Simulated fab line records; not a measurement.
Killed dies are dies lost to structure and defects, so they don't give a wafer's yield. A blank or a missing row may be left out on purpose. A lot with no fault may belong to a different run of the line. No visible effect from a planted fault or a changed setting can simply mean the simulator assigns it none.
Chamber matching    flow n5-finfet    rie-diel-02 running N5_BEOL_M12_DESCUM_33: 4 sister chambers
The step chemistry O2, time 7.9 s. 8 wafers are shown with their chamber, then 9 later ones without.

== WAFERS, EACH WITH ITS CHAMBER ==
wafer   chamber  showerhead-plenum-p-Torr (Torr)  throttle-valve-pct (%)
L074.2  0        2.15                             20.89
L084.2  2        2.07                             20.44
L084.4  1        2.09                             20.69
L089.4  0        2.14                             20.56
L089.5  3        2.14                             20.41
L087.2  1        2.09                             20.72
L087.4  2        2.07                             20.47
L087.5  3        2.14                             20.39

== WAFERS WITHOUT THEIR CHAMBER ==
wafer   showerhead-plenum-p-Torr (Torr)  throttle-valve-pct (%)
L093.1  2.14                             20.41
L093.3  2.14                             20.57
L093.6  2.09                             20.74
L094.1  2.08                             20.77
L094.2  2.13                             20.60
L094.3  2.06                             20.50
L095.2  2.06                             20.48
L095.3  2.13                             20.58
L095.6  2.06                             20.50

== EACH ONE'S CHAMBER ==
wafer   from the rows above      in truth
L093.1  3                        3
L093.3  can't be placed: 3 or 0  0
L093.6  1                        1
L094.1  can't be placed: 1 or 2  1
L094.2  can't be placed: 3 or 0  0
L094.3  2                        2
L095.2  2                        2
L095.3  can't be placed: 3 or 0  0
L095.6  2                        2
Correctly placed: 5 of 9. From these rows, 4 cannot be placed; in 4 the true chamber is one of the candidates. 0 placed wrongly.
How it was worked out, from the rows above alone: a wafer's distance from a chamber is the root of the sum, over the readings, of the square of ((its reading less the chamber's mean) divided by the reading's scatter). The wafer belongs to the nearest chamber; if the next one is less than 2 further off, it can't be placed. The mean given for a chamber averages the wafers shown for that chamber. The scatter is the square root of a quotient: the sum, over the shown wafers, of each reading's squared deviation from its chamber's mean, divided by wafers minus chambers.
